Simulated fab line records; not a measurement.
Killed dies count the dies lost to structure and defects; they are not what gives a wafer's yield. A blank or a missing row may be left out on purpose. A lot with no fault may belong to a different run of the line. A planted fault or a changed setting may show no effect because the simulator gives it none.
The tool behind it: which one? + flow n5Finfet + 9 lots, 25 wafers sampled, at 5 steps of a route of 1938

## WHAT THE GAUGES READ, wafer by wafer
N5_BEOL_M4_RC_MEAS_101.
| lot  | measured     | on        | DIBL_N (mV/V)  |
|------|--------------|-----------|----------------|
| L652 | day 8 13:41  | prober-01 | 35.5 37.0      |
| L653 | day 9 05:26  | prober-02 | 36.7 37.8 39.9 |
| L654 | day 8 23:06  | prober-02 | 38.9 35.4 33.9 |
| L656 | day 9 23:55  | prober-02 | 38.6 36.3 38.6 |
| L665 | day 12 14:02 | prober-02 | 35.8 36.6      |
| L668 | day 13 04:29 | prober-01 | 35.8 36.1 38.4 |
| L670 | day 13 11:37 | prober-02 | 31.5 34.3 34.5 |
| L671 | day 14 03:58 | prober-01 | 36.1 35.7 35.1 |
| L672 | day 14 18:05 | prober-02 | 32.9 37.6 31.9 |

## WHAT TOOL EACH LOT RAN ON (gives the tool, then ch and the chambers of the sampled wafers, and finally the start)
| lot  | N5_BEOL_M0_SAQP_ETCH_83           | N5_BEOL_M0_SAQP_MANDREL_ETCH_20 | N5_BEOL_M0_SAQP_ETCH_102        | N5_BEOL_M0_SAQP_MANDREL_ETCH_103 |
|------|-----------------------------------|---------------------------------|---------------------------------|----------------------------------|
| L652 | rieDiel-06 ch 2,3, day 6 06:13    | rieSi-06 ch 0,3, day 6 06:28    | rieSi-01 ch 0,3, day 6 09:04    | rieSi-01 ch 0,3, day 6 09:06     |
| L653 | rieDiel-03 ch 0,1,2, day 6 17:35  | rieSi-06 ch 0,1,3, day 6 17:50  | rieSi-06 ch 0,3, day 6 19:38    | rieSi-06 ch 0,3, day 6 19:40     |
| L654 | rieDiel-06 ch 0,2,3, day 6 20:59  | rieSi-06 ch 0,1,2, day 6 21:13  | rieSi-01 ch 0,1,2, day 6 22:39  | rieSi-01 ch 0,1,2, day 6 22:41   |
| L656 | rieDiel-04 ch 2,3, day 7 10:55    | rieSi-06 ch 0,2,3, day 7 11:10  | rieSi-01 ch 0,1,2, day 7 12:35  | rieSi-01 ch 0,1,2, day 7 12:37   |
| L665 | rieDiel-03 ch 0,2, day 9 16:10    | rieSi-04 ch 0,1, day 9 16:25    | rieSi-04 ch 0,2, day 9 19:08    | rieSi-04 ch 0,2, day 9 19:10     |
| L668 | rieDiel-03 ch 0,1,2, day 10 10:57 | rieSi-01 ch 1,2, day 10 11:11   | rieSi-06 ch 0,2,3, day 10 13:55 | rieSi-06 ch 0,2,3, day 10 13:56  |
| L670 | rieDiel-03 ch 1,2,3, day 10 16:12 | rieSi-06 ch 2,3, day 10 16:26   | rieSi-01 ch 0,3, day 10 18:01   | rieSi-01 ch 0,3, day 10 18:03    |
| L671 | rieDiel-04 ch 0,2,3, day 11 06:31 | rieSi-01 ch 2,3, day 11 06:46   | rieSi-04 ch 1,2, day 11 09:12   | rieSi-04 ch 1,2, day 11 09:14    |
| L672 | rieDiel-04 ch 1,2,3, day 11 13:56 | rieSi-01 ch 1,2,3, day 11 14:10 | rieSi-04 ch 0,2, day 11 15:37   | rieSi-04 ch 0,2, day 11 15:39    |
- N5_BEOL_M0_SAQP_ETCH_83: etches SiARC in CF4, target depth 39 nm, time 65 s.
- N5_BEOL_M0_SAQP_MANDREL_ETCH_20: etches a-Si in HBr/Cl2, stops on SiNx, target depth 60 nm, bt time 10 s, time 30 s.
- N5_BEOL_M0_SAQP_ETCH_102: etches SiO2 in CF4, target depth 4 nm, time 4.4 s.
- N5_BEOL_M0_SAQP_MANDREL_ETCH_103: etches a-Si in HBr/Cl2, stops on SiCN, target depth 45 nm, bt time 10 s, time 27 s.

## THE ANSWER, worked out from the rows above alone
Rule: the usual values come from the lots themselves. Put in order of their means at a reading, lots are off if they are a third of the lots or fewer, leave a main group of 4 or more, and stand apart from it by a gap of 3 or more times the standard deviation of the main group's means; of several such gaps the widest counts. If all means in a main group match to the digits the tables above print for the reading, that group is not used. A lot without any number at a reading at which 4 lots or more have one is off too. Where the step has rows for the other lots, those lots are counted as sound.
None of the lots is off at any reading shown; this tells nothing.

## WHAT THE SIMULATOR PUT IN
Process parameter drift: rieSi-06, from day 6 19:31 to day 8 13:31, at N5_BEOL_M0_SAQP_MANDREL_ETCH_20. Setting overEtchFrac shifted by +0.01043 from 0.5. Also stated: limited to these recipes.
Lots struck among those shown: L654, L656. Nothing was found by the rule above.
